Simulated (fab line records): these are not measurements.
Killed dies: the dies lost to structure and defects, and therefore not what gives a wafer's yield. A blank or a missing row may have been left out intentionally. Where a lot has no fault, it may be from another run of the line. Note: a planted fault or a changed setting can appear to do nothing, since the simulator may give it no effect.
Which tool is to blame? -- flow n5 finfet -- Sampling: 11 lots, 32 wafers, 4 of 1938 route steps

WHAT EACH GAUGE READ, for each wafer
N5_BEOL_M7_RS_MEAS_57: uses a four-point probe to measure.
lot,measured,on,M7_RS (ohm/sq)
L445,day 9 10:16,film metro-02,0.284 0.296 0.285
L446,day 9 14:07,film metro-01,0.287 0.293 0.292
L448,day 10 01:38,film metro-02,0.299 0.305 0.307
L449,day 10 03:52,film metro-02,0.289 0.286 0.286
L455,day 11 22:11,film metro-01,0.297 0.301 0.293
L456,day 12 03:12,film metro-01,0.282 0.273
L459,day 12 16:13,film metro-01,0.297 0.280 0.278
L457,day 12 20:08,film metro-02,0.276 0.280 0.293
L463,day 14 12:41,film metro-02,0.299 0.284 0.300
L467,day 14 14:31,film metro-01,0.296 0.287 0.281
L464,day 14 15:14,film metro-02,0.289 0.300 0.285

N5_BEOL_M8_THK_MEAS_01.
lot,measured,on,M8_ILD_THK (nm)
L445,day 9 10:55,film metro-02,152.5 149.7 153.7
L446,day 9 14:45,film metro-02,152.3 154.2 158.0
L448,day 10 02:40,film metro-02,158.2 155.8 157.1
L449,day 10 04:32,film metro-02,155.4 158.5 157.7
L455,day 11 22:50,film metro-01,169.1 172.7 174.2
L456,day 12 03:50,film metro-02,171.6 172.7
L459,day 12 16:52,film metro-02,151.1 151.3 153.9
L457,day 12 20:47,film metro-01,169.4 172.5 172.1
L463,day 14 13:20,film metro-01,151.2 152.4 154.1
L467,day 14 15:09,film metro-02,152.4 155.0 157.5
L464,day 14 15:53,film metro-01,154.3 154.3 156.2

TOOL THAT RAN EACH LOT (tool first, then ch and the chambers of the sampled wafers, then the start)
lot,N5_BEOL_M8_ILD_DEP_00,N5_BEOL_M8_CURE_74
L445,"pecvd-04 ch 0,1, day 9 10:20","uv cure-02 ch 1, day 9 10:24"
L446,"pecvd-02 ch 0,1,2, day 9 14:10","uv cure-03 ch 0, day 9 14:23"
L448,"pecvd-01 ch 0,2, day 10 01:43","uv cure-01 ch 1, day 10 02:19"
L449,"pecvd-01 ch 0,2, day 10 03:56","uv cure-01 ch 2, day 10 04:01"
L455,"pecvd-01 ch 0,1, day 11 22:15","uv cure-01 ch 0, day 11 22:19"
L456,"pecvd-01 ch 1,2, day 12 03:16","uv cure-02 ch 2, day 12 03:29"
L459,"pecvd-02 ch 1,2, day 12 16:17","uv cure-03 ch 2, day 12 16:26"
L457,"pecvd-01 ch 0,1,2, day 12 20:13","uv cure-03 ch 0, day 12 20:16"
L463,"pecvd-02 ch 0,1,2, day 14 12:45","uv cure-02 ch 1, day 14 12:49"
L467,"pecvd-02 ch 0,1, day 14 14:34","uv cure-01 ch 1, day 14 14:43"
L464,"pecvd-04 ch 1,2, day 14 15:19","uv cure-02 ch 0, day 14 15:22"
- N5_BEOL_M8_ILD_DEP_00: deposits SiCOH lowk from DEMS/porogen, target thk 179.75 nm, time 33.4 s.
- N5_BEOL_M8_CURE_74: cures SiCOH lowk, time 240 s.

AS READ BY THE TOOLS THEMSELVES (means over the sampled wafers that have a number; for cases with no such wafer, the mark the record gives instead)
N5_BEOL_M8_ILD_DEP_00.
lot,tool,heater power outer w (W),heater power w (W),rf fwd power W (W),showerhead plenum p Torr (Torr),susceptor temp C (C),throttle valve pct (%)
L445,pecvd-04,91,230,495.2,5.734,300.06,13.2
L446,pecvd-02,142,316,495.6,5.745,300.11,14.5
L448,pecvd-01,117,304,496.4,5.721,300.14,13.4
L449,pecvd-01,140,340,496.6,5.726,299.89,13.3
L455,pecvd-01,104,250,495.5,5.758,285.15,13.8
L456,pecvd-01,129,321,498.2,5.748,284.97,14.2
L459,pecvd-02,120,279,494.6,5.741,299.88,14.6
L457,pecvd-01,127,301,496.2,5.738,285.18,14.0
L463,pecvd-02,115,279,495.7,5.736,299.95,14.4
L467,pecvd-02,116,284,493.8,5.747,300.03,14.8
L464,pecvd-04,119,271,491.8,5.725,300.02,13.2

N5_BEOL_M8_CURE_74.
lot,tool,lamp power pct (%),wafer_temp_C_max
L445,uv cure-02,52.31,387.7
L446,uv cure-03,52.35,387.4
L448,uv cure-01,52.27,386.9
L449,uv cure-01,52.37,386.8
L455,uv cure-01,52.31,386.1
L456,uv cure-02,52.24,387.6
L459,uv cure-03,52.38,386.7
L457,uv cure-03,52.27,387.1
L463,uv cure-02,52.33,387.0
L467,uv cure-01,52.31,386.2
L464,uv cure-02,52.31,386.9

THE ANSWER, worked out from the rows above alone
Rule: the usual values come from the lots themselves. The widest of any qualifying gaps counts: lots, ordered by their means at a reading, are off when they make up no more than a third of the lots, leave a main group of 4 or more, and stand apart from it by 3 or more times the standard deviation of that group's means. If all means in a main group match to the digits the tables above print for the reading, that group is not used. A lot without any number at a reading at which 4 lots or more have one is off too. Where the step has rows for the other lots, those lots are counted as sound. The gauges are gone through in route order, then the tools' own readings, and for those a lot's mean is taken as printed above. The first step at which some lot is off is used, and at that step the reading that is off furthest; a lot without a number counts as furthest.
Off: at N5_BEOL_M8_THK_MEAS_01 (M8_ILD_THK), L455, L456, L457. The main group: mean 154.4 nm, standard deviation 1.9.
If a tool, at a process step before that reading, ran all the lots that are off and no sound lot after the first of them, it fits. The gauges at N5_BEOL_M8_THK_MEAS_01 aren't tried: what is off there is off at N5_BEOL_M8_ILD_DEP_00 too, on other tools, and a gauge's error can't cause that. One fits: pecvd-01 at N5_BEOL_M8_ILD_DEP_00. Its last sound lot is L449 (day 10 03:56), its first lot that is off L455 (day 11 22:15): a fault that began between those two fits.
On the lots that are off, the tool's own readings at N5_BEOL_M8_ILD_DEP_00 differ by more than 5 times the standard deviation of the sound lots' means, which bears it out; susceptor temp C reads 285.10 C there versus 300.01 C on the sound lots.

WHAT THE SIMULATOR HAD PUT IN
Process parameters drifting: pecvd-01 at N5_BEOL_M8_ILD_DEP_00, beginning at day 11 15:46. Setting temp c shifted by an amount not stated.
Lots struck among those shown: L455, L456, L457. Same finding as the rule above.
